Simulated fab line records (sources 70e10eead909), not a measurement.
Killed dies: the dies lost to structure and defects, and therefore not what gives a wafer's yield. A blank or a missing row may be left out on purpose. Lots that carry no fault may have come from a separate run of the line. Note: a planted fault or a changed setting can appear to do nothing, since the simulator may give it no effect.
Which of the tools did it? -- flow nandHarc -- 13 lots, 39 wafers sampled, at 6 steps of a route of 1159

== WHAT THE GAUGES SHOWED, per wafer ==
NHARC_P_GATE_CD_MEAS_33.
lot,measured,on,cdNm (nm)
L455,day 4 14:53,cdSem-01,115.3 121.1 119.7
L458,day 5 08:49,cdSem-03,120.1 120.1 123.4
L460,day 6 03:53,cdSem-03,122.8 120.3 123.4
L461,day 6 12:54,cdSem-01,121.3 127.3 123.5
L462,day 6 13:39,cdSem-02,119.2 118.1 119.7
L463,day 6 18:37,cdSem-01,123.5 120.0 121.5
L468,day 7 22:11,cdSem-01,121.8 122.3 122.9
L471,day 8 19:27,cdSem-01,122.4 118.9 123.8
L474,day 9 09:04,cdSem-03,123.4 125.3 124.1
L473,day 9 09:42,cdSem-03,123.3 122.9 121.3
L475,day 9 15:16,cdSem-02,125.6 120.9 115.8
L476,day 9 23:31,cdSem-01,120.9 122.2 120.2
L478,day 10 17:31,cdSem-02,121.0 119.6 123.8

NHARC_P_GATE_CD_MEAS_59: the cd target is 720 nm.
lot,measured,on,cdNm (nm)
L455,day 5 03:38,cdSem-02,721.8 717.7 718.4
L458,day 5 21:30,cdSem-02,719.5 720.4 720.8
L460,day 6 16:35,cdSem-03,719.5 718.8 721.6
L461,day 7 01:43,cdSem-01,722.0 719.7 718.3
L462,day 7 02:22,cdSem-02,720.3 721.8 723.0
L463,day 7 07:14,cdSem-03,717.4 718.3 720.0
L468,day 8 11:02,cdSem-03,- - -
L471,day 9 08:08,cdSem-03,719.9 718.3 717.3
L474,day 9 21:46,cdSem-02,719.8 720.4 722.0
L473,day 9 22:24,cdSem-03,717.2 720.2 717.0
L475,day 10 03:59,cdSem-03,715.4 716.2 716.3
L476,day 10 12:17,cdSem-03,719.8 718.1 717.3
L478,day 11 06:11,cdSem-03,719.9 720.6 719.5

NHARC_END_SORT_01.
lot,measured,on,killedAtArray,killedAtOther,killedAtPeriphery,killedDies,killedOpen,killedShort
L468,day 22 17:11,prober-01,21 29 15,1 2 1,655 646 661,677 677 677,3 7 4,2 1 0

== WHAT TOOL EACH LOT RAN ON (gives the tool, then ch and the chambers of the sampled wafers, and finally the start) ==
lot,NHARC_P_GATE_STRIP_75,NHARC_P_GATE_EXPOSE_56,NHARC_P_GATE_DESCUM_93
L455,"plasmaAsher-01 ch 0,1, day 5 02:43","krfScanner-04 ch 0, day 5 03:28","rieDiel-12 ch 1,3, day 5 05:37"
L458,"plasmaAsher-02 ch 0,1, day 5 20:35","krfScanner-01 ch 0, day 5 21:21","rieDiel-12 ch 1,2,3, day 5 23:19"
L460,"plasmaAsher-01 ch 0,1, day 6 15:40","krfScanner-01 ch 0, day 6 16:26","rieDiel-13 ch 1,2,3, day 6 18:30"
L461,"plasmaAsher-02 ch 0,1, day 7 00:47","krfScanner-03 ch 0, day 7 01:34","rieDiel-13 ch 0,1,2, day 7 03:35"
L462,"plasmaAsher-02 ch 0,1, day 7 01:26","krfScanner-01 ch 0, day 7 02:13","rieDiel-09 ch 0,2,3, day 7 04:25"
L463,"plasmaAsher-01 ch 0,1, day 7 06:17","krfScanner-03 ch 0, day 7 07:04","rieDiel-09 ch 0,2,3, day 7 09:02"
L468,"plasmaAsher-02 ch 0,1, day 8 10:08","krfScanner-01 ch 0, day 8 10:53","rieDiel-13 ch 1,2, day 8 13:11"
L471,"plasmaAsher-02 ch 0,1, day 9 07:19","krfScanner-01 ch 0, day 9 07:58","rieDiel-13 ch 1,2,3, day 9 09:53"
L474,"plasmaAsher-01 ch 0,1, day 9 20:49","krfScanner-03 ch 0, day 9 21:36","rieDiel-12 ch 1,2,3, day 9 23:31"
L473,"plasmaAsher-01 ch 0,1, day 9 21:29","krfScanner-01 ch 0, day 9 22:15","rieDiel-09 ch 0,1,3, day 10 00:16"
L475,"plasmaAsher-02 ch 0,1, day 10 03:04","krfScanner-04 ch 0, day 10 03:50","rieDiel-12 ch 1,2, day 10 05:52"
L476,"plasmaAsher-01 ch 0,1, day 10 11:21","krfScanner-04 ch 0, day 10 12:07","rieDiel-09 ch 0,1,3, day 10 14:10"
L478,"plasmaAsher-02 ch 0,1, day 11 05:16","krfScanner-03 ch 0, day 11 06:02","rieDiel-09 ch 0,1,3, day 11 08:04"
- NHARC_P_GATE_STRIP_75: strips in O2.
- NHARC_P_GATE_EXPOSE_56: exposes mask P PSD, target cd 720 nm.
- NHARC_P_GATE_DESCUM_93: chemistry O2, time 3 s.

== AS READ BY THE TOOLS THEMSELVES (means over the sampled wafers that have a number; for cases with no such wafer, the mark the record gives instead) ==
NHARC_P_GATE_STRIP_75.
lot,tool,drypumpMotorCurrentA (A),heaterPowerW (W)
L455,plasmaAsher-01,5.81,298
L458,plasmaAsher-02,6.12,290
L460,plasmaAsher-01,5.67,304
L461,plasmaAsher-02,6.11,296
L462,plasmaAsher-02,6.12,296
L463,plasmaAsher-01,5.68,300
L468,plasmaAsher-02,5.98,297
L471,plasmaAsher-02,5.99,291
L474,plasmaAsher-01,5.81,306
L473,plasmaAsher-01,5.68,301
L475,plasmaAsher-02,6.11,293
L476,plasmaAsher-01,5.82,306
L478,plasmaAsher-02,5.99,293

NHARC_P_GATE_DESCUM_93.
lot,tool,drypumpMotorCurrentA (A),mfcArSccm (sccm),oesProductAu (a.u.),rfVppV (V),showerheadPlenumPTorr (Torr),throttleValvePct (%)
L455,rieDiel-12,5.5,0.007,0.986,58.1,2.01,11.315
L458,rieDiel-12,5.9,0.007,0.998,58.2,2.02,11.314
L460,rieDiel-13,5.8,0.017,0.998,57.7,1.94,11.310
L461,rieDiel-13,6.0,0.004,0.992,58.3,1.96,11.312
L462,rieDiel-09,5.4,0.003,0.987,57.7,1.93,11.308
L463,rieDiel-09,5.4,0.003,1.000,58.7,1.93,11.315
L468,rieDiel-13,6.2,0.004,0.996,56.9,1.92,11.310
L471,rieDiel-13,5.8,0.017,0.994,57.5,1.94,11.312
L474,rieDiel-12,5.9,0.007,0.996,57.6,2.02,11.307
L473,rieDiel-09,5.9,0.003,0.986,58.2,1.89,11.316
L475,rieDiel-12,6.3,0.007,1.005,58.9,2.03,11.323
L476,rieDiel-09,6.0,0.003,0.994,58.6,1.89,11.322
L478,rieDiel-09,5.9,0.003,0.987,56.7,1.89,11.299

== THE ANSWER, worked out from the rows above alone ==
Rule: usual is defined by the lots themselves. The widest of any qualifying gaps counts: lots, ordered by their means at a reading, are off when they make up no more than a third of the lots, leave a main group of 4 or more, and stand apart from it by 3 or more times the standard deviation of that group's means. The tables above print the reading to a certain number of digits; a main group whose means all agree to those digits is not used. A lot without any number at a reading at which 4 lots or more have one is off too. The other lots that the step has rows for count as sound. Order of review: gauges by route order, followed by the tools' own readings, for which a lot's mean as printed above is used. The first step at which some lot is off is used, and at that step the reading that is off furthest; a lot without a number counts as furthest.
Off at NHARC_P_GATE_CD_MEAS_59 (cdNm): L468. Without a number there: L468. For the main group the mean is 719.3 nm and the standard deviation 1.4.
A tool fits if, at a process step before that reading, it ran every lot that is off, and no sound lot after the first of them. The gauges at NHARC_P_GATE_CD_MEAS_59 are tried like those tools. None of those tried fits.

== WHAT THE SIMULATOR PUT IN ==
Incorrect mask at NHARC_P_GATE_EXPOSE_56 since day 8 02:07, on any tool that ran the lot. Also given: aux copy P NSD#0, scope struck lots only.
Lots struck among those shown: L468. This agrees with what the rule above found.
